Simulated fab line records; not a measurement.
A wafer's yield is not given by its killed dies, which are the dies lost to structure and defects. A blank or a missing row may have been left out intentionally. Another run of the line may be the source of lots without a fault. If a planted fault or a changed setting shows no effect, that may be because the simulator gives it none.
fab line records	flow nand-harc
[record] lots = 24	wafers = 72	last-day = 26
route steps=1159 shown P_BONDPAD@371 A_STAIRCASE@593
lots with no fault: from the same line, run without faults
start-h: the number of hours between the record's first day and the start of the first shown wafer of the lot	wait-h: how many hours have passed since the lot's step before this one	" same as the row above	L1.1+2: several wafers, shown together as one row	- no value, or no start given	* or withheld: withheld	< > ~ a bound
route shown NAME@n: a module of which the file shows steps, and the number in the route of the first	usual: mean/standard deviation taken from wafers without a fault	same: alike in all rows	chamber/n: place in a boat	sites: the reading at each site	_std_site: standard deviation across them	_edge_site: mean of outer sites minus mean of inner sites	radius-mm: how far each site lies from the wafer's centre	mask NAME#n: copy n	behind: the most recent tool/chamber to have shaped the wafer	hold: what put the lot on hold/how long, in hours/how the hold closed	device: names the non-switching transistor (n, p or np)	end of line: tests of these same wafers at the route's end	a step given without rows: its recipe and nothing more	killed: count of dies lost to structure and defects at first sort (not the wafer's yield)	map: a wafer's dies, x killed, . not, _ none there
set.NAME: the run value of the setting; set.NAME@STEP: its run value at that earlier step	model.NAME: the simulator's own value behind a step, which no gauge read
steps of the route over a sample of lots; a table a step, a row a wafer
services: the hour from which a tool's chamber was out of use, counted from the record's first day as start-h (under 0 if before that day), plus the number of hours and why
[[steps]]
[step NHARC_P_BONDPAD_STRIP_15]
[recipe] o2-flow-sccm = 500	ar-flow-sccm = 0	bias-w = 0	chemistry = O2
[usual] drypump-motor-current-A = 5.6/0.59	oes-product-au = 1.007/0.013	rf-vpp-V = 57.9/0.84	showerhead-plenum-p-Torr = 3.56/0.12	throttle-valve-pct = 17.036/0.0088
[same] bias-w = 0
lot.wafer	tool	chamber	start-h	wait-h	drypump-motor-current-A	oes-product-au	rf-hours-counter-h	rf-vpp-V	showerhead-plenum-p-Torr	throttle-valve-pct
L074.1	rie-diel-04	2	130.28	0.1	5.3	1.027	1	58.0	3.71	17.052
L074.3	"	3	"	"	6.6	0.987	0	58.1	3.61	17.029
L074.6	"	2	"	"	5.3	1.034	-	58.8	3.71	17.032
L075.3	rie-diel-04	0	139.56	0.1	5.3	1.014	2	56.7	3.39	17.029
L075.4	"	2	"	"	5.3	1.012	2	57.7	3.71	17.033
L075.5	"	3	"	"	6.6	0.984	-	58.1	3.60	17.032
L076.1	rie-diel-12	2	139.99	0.1	6.2	1.021	35	58.7	3.73	17.038
L076.3	"	3	"	"	6.0	0.997	35	58.8	3.65	17.028
L076.6	"	0	"	"	5.7	0.996	-	57.6	3.53	17.035
L077.3	rie-diel-04	1	155.40	0.1	5.0	1.013	4	57.4	3.47	17.028
L077.6	"	0	"	"	5.3	1.021	-	57.2	3.39	17.040
L077.5	"	1	"	"	5.0	1.013	-	57.8	3.47	17.035
L078.1	rie-diel-04	2	155.90	0.1	5.3	1.020	4	58.9	3.71	17.042
L078.3	"	3	"	"	6.5	0.988	3	58.4	3.60	17.048
L078.5	"	1	"	"	5.0	1.011	-	58.3	3.47	17.055
L079.4	rie-diel-07	0	162.04	0.1	6.7	0.988	35	58.2	3.43	17.032
L079.3	"	2	"	"	6.0	0.991	18	58.7	3.71	17.017
L079.2	"	3	"	"	5.5	1.006	32	58.1	3.79	17.024
L080.4	rie-diel-04	2	169.19	0.1	5.3	1.011	5	57.9	3.71	17.035
L080.1	"	0	"	"	5.3	1.025	5	58.8	3.39	17.046
L080.5	"	1	"	"	5.1	1.013	-	56.8	3.47	17.033
L082.3	rie-diel-04	1	174.17	0.1	5.0	1.016	6	58.0	3.47	17.040
L082.5	"	2	"	"	5.3	1.016	-	58.8	3.71	17.040
L082.6	"	3	"	"	6.5	0.978	-	58.2	3.60	17.031
L081.4	rie-diel-04	3	181.62	0.1	6.6	0.986	7	59.8	3.60	17.038
L081.5	"	3	"	"	6.5	0.977	-	59.4	3.60	17.016
L081.6	"	0	"	"	5.3	1.022	-	57.5	3.39	17.039
L083.3	rie-diel-04	2	187.43	0.1	5.3	1.018	7	59.1	3.71	17.035
L083.1	"	0	"	"	5.3	1.027	7	57.4	3.39	17.024
L083.5	"	3	"	"	6.5	0.990	-	58.1	3.60	17.029
L084.1	rie-diel-04	2	192.76	0.1	5.3	0.999	8	59.7	3.71	17.033
L084.3	"	0	"	"	5.3	1.020	7	57.4	3.39	17.046
L084.6	"	1	"	"	5.0	1.014	-	58.9	3.47	17.049
L085.3	rie-diel-04	1	205.16	0.1	5.0	1.016	8	56.8	3.47	17.043
L085.4	"	2	"	"	5.3	1.017	9	58.5	3.71	17.041
L085.6	"	0	"	"	5.3	1.027	-	57.1	3.39	17.041
L087.3	rie-diel-04	3	205.98	0.1	6.6	0.987	9	57.2	3.60	17.039
L087.1	"	0	"	"	5.3	1.018	8	57.4	3.39	17.042
L087.5	"	3	"	"	6.6	0.988	-	57.8	3.60	17.042
L086.4	rie-diel-04	0	206.14	0.1	5.3	1.019	8	57.0	3.39	17.027
L086.2	"	1	"	"	5.0	1.024	8	58.3	3.47	17.024
L086.3	"	2	"	"	5.3	1.016	9	57.7	3.71	17.032
L088.1	rie-diel-04	1	220.73	0.1	5.0	1.015	10	57.3	3.47	17.017
L088.2	"	0	"	"	5.3	1.017	10	56.6	3.39	17.035
L088.6	"	1	"	"	5.0	1.002	-	56.3	3.47	17.034
L089.2	rie-diel-04	1	221.06	0.1	5.0	1.015	10	58.1	3.47	17.023
L089.1	"	3	"	"	6.5	0.998	11	58.6	3.60	17.040
L089.5	"	1	"	"	5.0	1.017	-	57.7	3.47	17.036
L090.1	rie-diel-04	3	229.82	0.1	6.6	0.996	12	58.6	3.60	17.052
L090.3	"	1	"	"	5.0	1.014	11	58.1	3.47	17.031
L090.6	"	0	"	"	5.3	1.015	-	57.0	3.39	17.037
L091.4	rie-diel-07	0	238.59	0.1	6.7	0.990	0	59.0	3.42	17.027
L091.3	"	1	"	"	4.8	1.006	0	57.5	3.44	17.024
L091.5	"	2	"	"	6.0	1.020	-	57.1	3.70	17.034
L094.4	rie-diel-04	3	243.86	0.1	6.6	0.998	13	58.1	3.60	17.032
L094.1	"	0	"	"	5.3	1.024	13	57.9	3.39	17.033
L094.6	"	1	"	"	5.0	1.019	-	57.1	3.47	17.037
L093.4	rie-diel-07	2	252.81	0.1	5.9	1.015	6	57.5	3.69	17.037
L093.5	"	0	"	"	6.7	0.996	-	56.7	3.42	17.042
L093.6	"	1	"	"	4.7	1.012	-	56.6	3.44	17.025
L092.3	rie-diel-12	1	253.43	0.1	5.9	1.009	17	57.7	3.64	17.038
L092.2	"	2	"	"	6.2	1.000	15	58.6	3.71	17.035
L092.5	"	1	"	"	5.9	1.009	-	58.1	3.64	17.034
L095.1	rie-diel-04	1	254.94	0.1	5.0	1.009	14	56.4	3.47	17.040
L095.4	"	2	"	"	5.3	1.017	14	57.8	3.71	17.018
L095.2	"	0	"	"	5.3	1.014	14	57.7	3.39	17.032
L096.3	rie-diel-04	1	260.79	0.1	5.0	1.015	14	58.8	3.47	17.031
L096.6	"	1	"	"	5.0	1.013	-	57.2	3.47	17.035
L096.5	"	2	"	"	5.3	1.019	-	59.3	3.71	17.034
L097.1	rie-diel-12	0	268.99	0.1	5.7	1.019	24	59.3	3.50	17.039
L097.2	"	1	"	"	5.9	1.007	23	59.3	3.63	17.033
L097.6	"	0	"	"	5.7	1.025	-	56.0	3.50	17.034
[step NHARC_A_STAIRCASE_ETCH_199]
[recipe] target-depth-a = 1000	time-s = 40.5	ion-energy-ev = 400	c4f8-flow-sccm = 20	o2-flow-sccm = 10	ar-flow-sccm = withheld	rf-w = 600	bias-w = 1000	chemistry = C4F8/O2
[usual] bias-w = 1000/3	oes-product-au = 0.947/0.012	rf-vpp-V = 897/5.1
lot.wafer	tool	chamber	start-h	wait-h	bias-w	oes-product-au	rf-hours-counter-h	rf-vpp-V
L074.3	rie-diel-07	3	-	-	1002	0.945	2	903
L074.1	"	1	"	"	999	0.932	2	892
L074.6	"	2	"	"	1003	0.956	-	902
L076.3	rie-diel-12	1	-	-	992	0.942	17	899
L076.1	"	0	"	"	1001	0.951	18	896
L076.6	"	1	"	"	993	0.942	-	902
L075.3	rie-diel-11	3	-	-	1001	0.958	21	900
L075.4	"	1	"	"	1001	0.939	21	902
L075.5	"	2	"	"	996	0.961	-	887
L077.3	rie-diel-11	1	-	-	1002	0.935	25	901
L077.6	"	0	"	"	1001	0.960	-	898
L077.5	"	1	"	"	1009	0.950	-	903
L078.1	rie-diel-12	1	-	-	1002	0.931	22	898
L078.3	"	2	"	"	1002	0.937	20	902
L078.5	"	1	"	"	1000	0.924	-	900
L079.2	rie-diel-11	1	-	-	998	0.940	26	902
L079.4	"	3	"	"	1004	0.952	27	898
L079.3	"	0	"	"	1002	0.967	26	899
L082.3	rie-diel-12	1	-	-	1001	0.942	27	900
L082.6	"	0	"	"	999	0.986	-	895
L082.5	"	1	"	"	991	0.957	-	901
L080.1	rie-diel-07	2	-	-	999	0.944	15	901
L080.4	"	3	"	"	998	0.943	15	905
L080.5	"	3	"	"	998	0.938	-	906
L083.3	rie-diel-12	0	-	-	1005	0.960	33	896
L083.1	"	2	"	"	1000	0.936	28	902
L083.5	"	3	"	"	1003	0.946	-	900
L081.4	rie-diel-07	1	-	-	1003	0.962	22	893
L081.6	"	3	"	"	996	0.951	-	904
L081.5	"	0	"	"	1003	0.957	-	892
L084.3	rie-diel-12	0	-	-	999	0.949	35	895
L084.1	"	1	"	"	1008	0.933	34	900
L084.6	"	3	"	"	997	0.943	-	899
L086.4	rie-diel-12	0	-	-	1000	0.958	41	894
L086.2	"	1	"	"	1001	0.959	39	899
L086.3	"	2	"	"	998	0.948	35	903
L087.3	rie-diel-07	2	-	-	1000	0.944	27	901
L087.1	"	0	"	"	1006	0.922	30	892
L087.5	"	2	"	"	998	0.949	-	901
L085.3	rie-diel-12	2	-	-	1000	0.913	36	902
L085.4	"	1	"	"	998	0.934	40	899
L085.6	"	2	"	"	1004	0.918	-	903
L088.1	rie-diel-11	0	-	-	997	0.945	52	897
L088.2	"	1	"	"	994	0.925	52	901
L088.6	"	0	"	"	997	0.951	-	896
L089.1	rie-diel-12	0	-	-	1001	0.946	46	894
L089.2	"	2	"	"	998	0.929	39	902
L089.5	"	3	"	"	1000	0.959	-	897
L090.3	rie-diel-12	3	-	-	1000	0.934	44	898
L090.1	"	0	"	"	998	0.929	48	894
L090.6	"	0	"	"	996	0.934	-	895
L091.4	rie-diel-07	0	-	-	1004	0.940	41	890
L091.3	"	1	"	"	996	0.962	40	890
L091.5	"	1	"	"	1000	0.956	-	893
L094.1	rie-diel-11	2	-	-	1001	0.963	59	888
L094.6	"	2	"	"	1002	0.957	-	886
L094.4	"	0	"	"	998	0.955	-	897
L092.2	rie-diel-07	1	-	-	1003	0.946	46	891
L092.3	"	2	"	"	1002	0.946	41	901
L092.5	"	3	"	"	1001	0.932	-	904
L095.1	rie-diel-07	0	-	-	1000	0.948	46	891
L095.2	"	2	"	"	1000	0.948	41	900
L095.4	"	3	"	"	1001	0.935	41	905
L093.4	rie-diel-07	2	-	-	996	0.958	43	901
L093.6	"	2	"	"	994	0.942	-	902
L093.5	"	3	"	"	999	0.931	-	903
L096.3	rie-diel-07	1	-	-	998	0.961	54	893
L096.6	"	1	"	"	1001	0.955	-	893
L096.5	"	0	"	"	1002	0.962	-	890
L097.2	rie-diel-07	2	-	-	999	0.937	57	900
L097.1	"	1	"	"	996	0.944	63	892
L097.6	"	1	"	"	997	0.929	-	891
[step NHARC_A_STAIRCASE_STRIP_295]
[recipe] o2-flow-sccm = 500	ar-flow-sccm = 0	bias-w = 0	chemistry = O2
[usual] drypump-motor-current-A = 5.8/0.52	oes-product-au = 1.002/0.012	rf-vpp-V = 57.8/0.92	showerhead-plenum-p-Torr = 3.55/0.13	throttle-valve-pct = 17.036/0.0091
[same] bias-w = 0
lot.wafer	tool	chamber	start-h	wait-h	drypump-motor-current-A	oes-product-au	rf-hours-counter-h	rf-vpp-V	showerhead-plenum-p-Torr	throttle-valve-pct
L074.1	rie-diel-12	0	-	-	5.7	1.018	20	58.0	3.51	17.043
L074.3	"	1	"	"	5.9	0.997	19	58.0	3.64	17.025
L074.6	"	1	"	"	5.9	1.013	-	57.9	3.64	17.030
L075.4	rie-diel-11	3	-	-	6.6	0.997	26	55.8	3.62	17.032
L075.3	"	0	"	"	5.8	1.004	25	57.1	3.58	17.029
L075.5	"	1	"	"	5.5	0.990	-	59.0	3.69	17.035
L076.1	rie-diel-12	1	-	-	5.9	1.007	22	58.5	3.63	17.040
L076.3	"	2	"	"	6.2	0.996	20	57.8	3.71	17.021
L076.6	"	0	"	"	5.7	1.014	-	55.5	3.50	17.026
L077.3	rie-diel-07	1	-	-	4.7	1.017	12	58.3	3.44	17.039
L077.6	"	0	"	"	6.7	0.990	-	57.1	3.41	17.039
L077.5	"	1	"	"	4.7	1.007	-	56.6	3.44	17.041
L078.1	rie-diel-12	1	-	-	5.9	1.010	25	58.7	3.63	17.032
L078.3	"	2	"	"	6.2	0.996	22	57.1	3.71	17.039
L078.5	"	3	"	"	6.0	1.011	-	57.6	3.62	17.052
L079.2	rie-diel-07	1	-	-	4.8	0.997	14	56.6	3.44	17.032
L079.3	"	2	"	"	6.0	1.003	13	57.1	3.69	17.059
L079.4	"	3	"	"	5.6	1.000	13	56.8	3.77	17.023
L082.3	rie-diel-07	1	-	-	4.7	1.000	23	57.2	3.43	17.038
L082.5	"	0	"	"	6.6	0.986	-	57.2	3.41	17.029
L082.6	"	1	"	"	4.7	0.999	-	57.9	3.43	17.047
L080.1	rie-diel-12	0	-	-	5.7	1.010	35	57.2	3.50	17.031
L080.4	"	3	"	"	6.0	0.995	31	56.6	3.62	17.026
L080.5	"	1	"	"	5.9	0.986	-	56.7	3.63	17.056
L083.1	rie-diel-12	3	-	-	6.0	1.021	35	58.8	3.62	17.033
L083.3	"	1	"	"	5.9	1.005	37	57.9	3.63	17.036
L083.5	"	0	"	"	5.7	1.008	-	58.6	3.49	17.043
L081.4	rie-diel-07	1	-	-	4.8	1.004	29	58.4	3.43	17.051
L081.5	"	0	"	"	6.7	0.991	-	56.3	3.41	17.049
L081.6	"	1	"	"	4.8	1.005	-	59.5	3.43	17.044
L084.3	rie-diel-11	3	-	-	6.6	1.003	46	58.3	3.61	17.040
L084.1	"	0	"	"	5.8	1.008	50	59.2	3.56	17.017
L084.6	"	2	"	"	5.5	1.018	-	56.7	3.28	17.037
L086.4	rie-diel-11	1	-	-	5.5	0.985	52	56.8	3.67	17.042
L086.2	"	2	"	"	5.5	0.998	53	57.7	3.28	17.037
L086.3	"	3	"	"	6.6	0.994	49	58.2	3.61	17.046
L087.3	rie-diel-07	0	-	-	6.7	0.990	38	55.7	3.40	17.040
L087.1	"	1	"	"	4.7	1.012	38	57.6	3.42	17.056
L087.5	"	0	"	"	6.7	0.990	-	57.2	3.40	17.034
L085.3	rie-diel-12	3	-	-	6.0	1.017	43	57.1	3.61	17.027
L085.4	"	2	"	"	6.2	0.990	41	58.4	3.70	17.032
L085.6	"	0	"	"	5.7	1.007	-	57.7	3.49	17.039
L089.2	rie-diel-12	1	-	-	5.9	0.994	48	59.0	3.62	17.046
L089.1	"	2	"	"	6.2	0.992	43	58.8	3.69	17.030
L089.5	"	1	"	"	5.9	1.006	-	58.6	3.62	17.046
L088.2	rie-diel-07	2	-	-	5.9	0.993	36	58.2	3.68	17.022
L088.1	"	3	"	"	5.6	0.990	36	58.2	3.75	17.049
L088.6	"	1	"	"	4.8	1.000	-	57.9	3.42	17.036
L090.3	rie-diel-11	0	-	-	5.8	1.006	58	58.1	3.56	17.032
L090.1	"	1	"	"	5.5	0.987	58	56.1	3.67	17.020
L090.6	"	0	"	"	5.8	1.000	-	58.9	3.56	17.003
L091.3	rie-diel-11	1	-	-	5.5	0.983	60	58.8	3.67	17.038
L091.5	"	1	"	"	5.5	0.985	-	58.1	3.67	17.030
L091.4	"	3	"	"	6.6	1.002	-	56.2	3.60	17.040
L094.4	rie-diel-11	3	-	-	6.6	1.005	56	57.7	3.60	17.035
L094.1	"	0	"	"	5.8	0.995	61	58.3	3.56	17.040
L094.6	"	2	"	"	5.5	1.015	-	56.8	3.28	17.023
L092.2	rie-diel-12	0	-	-	5.7	1.021	62	58.7	3.48	17.039
L092.3	"	2	"	"	6.2	1.007	55	59.7	3.69	17.037
L092.5	"	0	"	"	5.7	1.013	-	59.0	3.48	17.035
L095.1	rie-diel-12	2	-	-	6.2	0.986	56	56.7	3.69	17.036
L095.4	"	0	"	"	5.7	1.013	63	57.6	3.48	17.041
L095.2	"	1	"	"	5.9	1.002	62	57.5	3.61	17.049
L093.4	rie-diel-07	0	379.68	-	6.6	1.012	-	57.3	3.39	17.024
L093.5	"	1	"	"	4.7	1.006	-	58.3	3.41	17.054
L093.6	"	2	"	"	6.0	1.022	-	57.4	3.67	17.050
L096.3	rie-diel-11	3	-	-	6.6	1.017	6	57.5	3.60	17.029
L096.5	"	0	"	"	5.8	1.012	-	55.5	3.55	17.043
L096.6	"	1	"	"	5.5	0.969	-	58.4	3.66	17.029
L097.2	rie-diel-11	0	-	-	5.8	1.017	18	58.3	3.55	17.041
L097.1	"	1	"	"	5.5	0.990	19	58.3	3.65	17.026
L097.6	"	1	"	"	5.5	0.995	-	57.5	3.65	17.026
[step NHARC_A_STAIRCASE_DEP_301]
[recipe] target-thk-a = 300	target-thk-nm = 30	temp-c = 400	pressure-torr = 3.5	flow-sccm = 200	rf-w = 350	material = SiON
[usual] heater-power-w = 784/80	susceptor-temp-C = 399.98/0.22
lot.wafer	tool	chamber	start-h	wait-h	heater-power-w	susceptor-temp-C
L074.1	pecvd-03	1	259.39	1.6	712	399.71
L074.3	"	2	"	"	843	399.87
L074.6	"	2	"	"	836	399.92
L075.3	pecvd-01	1	268.42	1.0	681	400.12
L075.4	"	0	"	"	770	399.86
L075.5	"	2	"	"	863	400.45
L076.3	pecvd-03	2	268.62	1.0	849	399.92
L076.1	"	1	"	"	850	400.00
L076.6	"	1	"	"	866	400.23
L077.3	pecvd-01	1	277.65	1.0	755	399.95
L077.6	"	1	"	"	767	400.05
L077.5	"	0	"	"	837	400.15
L078.1	pecvd-02	0	280.00	1.6	674	400.28
L078.3	"	2	"	"	630	399.87
L078.5	"	0	"	"	675	399.89
L079.3	pecvd-03	2	283.65	0.9	854	399.99
L079.2	"	1	"	"	830	400.09
L079.4	"	0	"	"	692	400.15
L082.3	pecvd-02	0	306.62	1.0	756	399.64
L082.5	"	1	"	"	774	399.70
L082.6	"	2	"	"	630	399.65
L080.1	pecvd-03	2	312.31	1.5	818	399.68
L080.4	"	0	"	"	840	399.95
L080.5	"	1	"	"	859	400.19
L083.1	pecvd-03	1	319.17	1.5	768	400.19
L083.3	"	0	"	"	843	400.26
L083.5	"	2	"	"	816	399.88
L081.6	pecvd-02	1	320.36	0.1	811	399.84
L081.4	"	2	"	"	599	400.00
L081.5	"	0	"	"	759	400.11
L084.1	pecvd-01	0	326.83	1.5	822	399.73
L084.3	"	2	"	"	964	400.43
L084.6	"	0	"	"	820	400.19
L086.3	pecvd-01	0	334.13	1.0	788	400.03
L086.2	"	1	"	"	767	399.97
L086.4	"	2	"	"	962	400.29
L087.3	pecvd-01	2	335.07	0.9	956	400.17
L087.1	"	0	"	"	776	399.81
L087.5	"	2	"	"	966	399.97
L085.3	pecvd-03	1	336.28	1.1	836	400.03
L085.4	"	2	"	"	803	399.93
L085.6	"	0	"	"	839	399.88
L089.1	pecvd-03	0	343.91	1.6	721	400.12
L089.2	"	1	"	"	783	399.46
L089.5	"	2	"	"	800	399.75
L088.1	pecvd-03	0	344.55	1.7	712	399.95
L088.2	"	1	"	"	862	399.83
L088.6	"	0	"	"	729	399.69
L090.1	pecvd-01	1	351.31	1.6	701	399.50
L090.3	"	0	"	"	766	399.95
L090.6	"	1	"	"	706	399.90
L091.3	pecvd-02	1	359.74	1.2	798	400.37
L091.5	"	0	"	"	819	400.05
L091.4	"	1	"	"	796	400.67
L094.1	pecvd-02	2	365.90	1.6	595	400.15
L094.4	"	2	"	"	598	399.92
L094.6	"	0	"	"	822	400.12
L092.2	pecvd-03	2	379.24	1.5	826	400.03
L092.3	"	0	"	"	788	399.80
L092.5	"	2	"	"	818	399.58
L095.1	pecvd-01	0	380.52	1.6	813	399.96
L095.2	"	1	"	"	782	399.82
L095.4	"	2	"	"	888	400.42
L093.4	pecvd-03	0	383.95	0.7	842	399.91
L093.5	"	1	"	"	823	399.86
L093.6	"	2	"	"	780	400.14
L096.3	pecvd-02	1	391.86	1.0	703	400.08
L096.6	"	1	"	"	702	400.04
L096.5	"	2	"	"	710	399.97
L097.2	pecvd-02	0	413.59	1.3	812	399.85
L097.1	"	1	"	"	643	400.06
L097.6	"	1	"	"	656	400.12
[step NHARC_A_STAIRCASE_ETCHBACK_416]
[recipe] target-depth-a = 360	time-s = 7.2	c4f8-flow-sccm = withheld	o2-flow-sccm = 8	ar-flow-sccm = withheld	rf-w = 600	bias-w = 800	chemistry = C4F8/O2/Ar
[usual] bias-w = 800.1/2.4	oes-product-au = 0.94/0.033	rf-vpp-V = 724/3.8
lot.wafer	tool	chamber	start-h	wait-h	bias-w	oes-product-au	rf-hours-counter-h	rf-vpp-V
L074.3	rie-diel-07	0	-	-	798.4	0.93	8	721
L074.1	"	2	"	"	801.3	0.93	8	728
L074.6	"	3	"	"	801.0	0.93	-	730
L076.3	rie-diel-07	0	-	-	800.6	0.91	11	720
L076.1	"	1	"	"	804.1	0.93	11	721
L076.6	"	0	"	"	800.8	0.91	-	720
L075.3	rie-diel-12	2	274.65	2.1	800.2	0.92	22	728
L075.4	"	3	"	"	803.4	0.93	23	725
L075.5	"	1	"	"	802.2	0.92	-	725
L077.3	rie-diel-12	2	-	-	801.4	1.00	24	728
L077.6	"	0	"	"	801.4	1.01	-	723
L077.5	"	1	"	"	802.2	0.99	-	726
L078.3	rie-diel-11	0	-	-	794.9	1.00	30	726
L078.1	"	2	"	"	803.2	1.00	31	717
L078.5	"	0	"	"	795.7	1.01	-	724
L079.3	rie-diel-12	0	-	-	802.1	0.94	31	721
L079.4	"	1	"	"	799.6	0.92	29	727
L079.2	"	2	"	"	800.9	0.91	26	728
L082.3	rie-diel-12	1	-	-	798.2	0.93	36	724
L082.5	"	1	"	"	801.8	0.92	-	727
L082.6	"	2	"	"	802.0	0.92	-	727
L080.4	rie-diel-07	3	-	-	805.4	0.92	26	730
L080.1	"	0	"	"	800.8	0.91	30	719
L080.5	"	2	"	"	799.7	0.93	-	726
L083.1	rie-diel-12	1	-	-	802.8	0.93	42	724
L083.3	"	3	"	"	796.4	0.93	40	726
L083.5	"	2	"	"	793.1	0.91	-	728
L081.4	rie-diel-12	1	-	-	799.0	0.93	43	725
L081.5	"	1	"	"	802.3	0.92	-	726
L081.6	"	2	"	"	801.4	0.92	-	728
L084.3	rie-diel-11	1	-	-	796.5	0.92	53	726
L084.1	"	0	"	"	802.9	0.93	53	726
L084.6	"	2	"	"	802.1	0.94	-	716
L087.3	rie-diel-11	3	-	-	795.7	0.92	52	725
L087.1	"	0	"	"	802.5	0.93	56	725
L087.5	"	2	"	"	798.2	0.94	-	715
L086.4	rie-diel-11	2	-	-	800.1	0.93	56	715
L086.3	"	3	"	"	801.7	0.92	52	726
L086.2	"	0	"	"	801.4	0.94	56	723
L085.3	rie-diel-12	1	-	-	804.8	0.93	48	727
L085.4	"	3	"	"	800.2	0.94	45	725
L085.6	"	1	"	"	804.3	0.93	-	727
L089.2	rie-diel-11	2	-	-	798.8	0.93	59	715
L089.1	"	0	"	"	801.3	0.91	59	726
L089.5	"	0	"	"	804.1	0.92	-	725
L088.2	rie-diel-12	3	-	-	802.1	0.93	47	725
L088.1	"	1	"	"	792.2	0.92	50	727
L088.6	"	3	"	"	801.7	0.93	-	726
L090.1	rie-diel-07	0	-	-	800.6	0.99	44	720
L090.3	"	3	"	"	796.4	1.00	39	731
L090.6	"	0	"	"	799.6	1.00	-	720
L091.3	rie-diel-07	3	-	-	796.9	0.93	42	730
L091.4	"	1	"	"	800.6	0.92	47	721
L091.5	"	2	"	"	799.2	0.94	-	728
L094.4	rie-diel-12	0	-	-	799.3	0.94	61	722
L094.1	"	1	"	"	800.7	0.93	58	726
L094.6	"	0	"	"	799.4	0.94	-	723
L092.2	rie-diel-07	1	-	-	791.9	1.01	59	720
L092.3	"	0	"	"	798.8	0.99	58	720
L092.5	"	1	"	"	799.4	1.00	-	721
L095.1	rie-diel-07	1	-	-	797.5	0.93	59	719
L095.2	"	2	"	"	799.2	0.94	53	729
L095.4	"	2	"	"	799.2	0.93	-	728
L093.4	rie-diel-12	2	-	-	798.4	1.01	0	729
L093.5	"	1	"	"	800.0	1.02	-	726
L093.6	"	2	"	"	799.3	1.02	-	729
L096.3	rie-diel-12	0	-	-	798.9	0.94	3	722
L096.5	"	3	"	"	799.3	0.95	-	726
L096.6	"	0	"	"	798.5	0.93	-	722
L097.2	rie-diel-11	0	-	-	802.4	0.93	22	724
L097.1	"	3	"	"	802.9	0.94	19	724
L097.6	"	0	"	"	806.9	0.92	-	723
[step NHARC_A_STAIRCASE_CMP_472]
[recipe] material = SiO2
[usual] motor-current-A = 11.8/1.1
lot.wafer	tool	chamber	start-h	wait-h	motor-current-A
L074.3	cmp-02	2	311.65	0.3	10.8
L074.1	"	3	"	"	10.6
L074.6	"	0	"	"	11.2
L075.3	cmp-03	3	313.54	0.2	11.2
L075.4	"	0	"	"	11.8
L075.5	"	0	"	"	11.6
L076.3	cmp-04	3	313.82	0.2	10.4
L076.1	"	0	"	"	11.8
L076.6	"	0	"	"	11.5
L078.3	cmp-03	1	326.33	0.2	10.7
L078.1	"	3	"	"	11.0
L078.5	"	0	"	"	12.8
L077.3	cmp-03	3	327.55	0.3	10.6
L077.6	"	2	"	"	14.1
L077.5	"	3	"	"	11.3
L079.4	cmp-04	0	331.32	0.1	11.8
L079.3	"	1	"	"	13.4
L079.2	"	2	"	"	12.9
L082.3	cmp-02	0	356.04	0.5	11.2
L082.5	"	1	"	"	11.5
L082.6	"	2	"	"	10.8
L080.1	cmp-02	1	363.25	0.2	11.6
L080.4	"	3	"	"	11.3
L080.5	"	0	"	"	11.3
L083.3	cmp-04	3	370.69	0.2	10.3
L083.1	"	1	"	"	12.7
L083.5	"	2	"	"	12.9
L084.1	cmp-03	0	372.32	0.2	12.2
L084.3	"	2	"	"	14.2
L084.6	"	0	"	"	11.8
L081.4	cmp-02	3	372.55	0.2	11.4
L081.5	"	0	"	"	11.3
L081.6	"	1	"	"	12.1
L085.3	cmp-04	2	380.86	0.2	13.2
L085.4	"	0	"	"	11.4
L085.6	"	3	"	"	10.5
L087.1	cmp-03	3	380.99	0.2	10.4
L087.3	"	1	"	"	11.3
L087.5	"	3	"	"	11.2
L086.3	cmp-02	2	381.36	0.2	10.1
L086.4	"	3	"	"	11.4
L086.2	"	0	"	"	11.4
L088.1	cmp-04	3	394.81	0.2	10.4
L088.2	"	0	"	"	11.9
L088.6	"	2	"	"	13.3
L089.2	cmp-03	3	395.17	0.4	11.1
L089.1	"	0	"	"	12.1
L089.5	"	3	"	"	10.5
L090.3	cmp-02	2	402.52	0.2	11.2
L090.1	"	0	"	"	11.8
L090.6	"	2	"	"	10.7
L091.3	cmp-03	2	402.79	0.2	13.4
L091.4	"	0	"	"	12.2
L091.5	"	1	"	"	11.3
L094.4	cmp-03	1	421.36	0.1	11.4
L094.1	"	0	"	"	11.8
L094.6	"	1	"	"	11.0
L092.3	cmp-02	1	432.02	0.3	13.0
L092.2	"	2	"	"	10.8
L092.5	"	3	"	"	10.6
L095.4	cmp-02	0	432.40	0.2	11.0
L095.2	"	1	"	"	12.2
L095.1	"	2	"	"	11.0
L093.4	cmp-04	0	442.76	0.2	11.9
L093.6	"	2	"	"	12.1
L093.5	"	3	"	"	10.3
L096.3	cmp-04	0	451.03	0.3	12.0
L096.5	"	1	"	"	13.2
L096.6	"	2	"	"	12.6
L097.2	cmp-03	1	464.54	0.2	10.9
L097.1	"	3	"	"	10.6
L097.6	"	2	"	"	13.0
[[services]]
tool	chamber	start-h	hours	kind
pecvd-03	-	111.20	13.0	pm
rie-diel-04	-	111.90	9.0	pm
rie-diel-12	2	157.51	2.8	repair
rie-diel-12	1	169.21	14.6	repair
rie-diel-11	3	174.31	11.6	repair
rie-diel-11	1	181.20	9.2	repair
rie-diel-11	-	189.54	9.0	pm
rie-diel-07	3	199.25	7.7	repair
rie-diel-12	-	202.45	9.0	pm
pecvd-03	0	221.68	15.8	repair
rie-diel-07	-	228.26	9.0	pm
rie-diel-12	3	258.47	5.0	repair
rie-diel-04	-	288.90	9.0	pm
rie-diel-11	0	353.65	4.1	repair
rie-diel-04	1	362.13	7.4	repair
rie-diel-11	-	366.67	9.0	pm
rie-diel-07	3	371.03	30.2	repair
rie-diel-12	-	379.45	9.0	pm
rie-diel-12	0	404.99	3.0	repair
rie-diel-07	-	405.26	9.0	pm
rie-diel-12	2	406.89	20.2	repair
rie-diel-07	2	443.45	30.7	repair
rie-diel-04	3	446.09	1.7	repair
rie-diel-07	0	448.96	4.0	repair
[[key]]
fault none
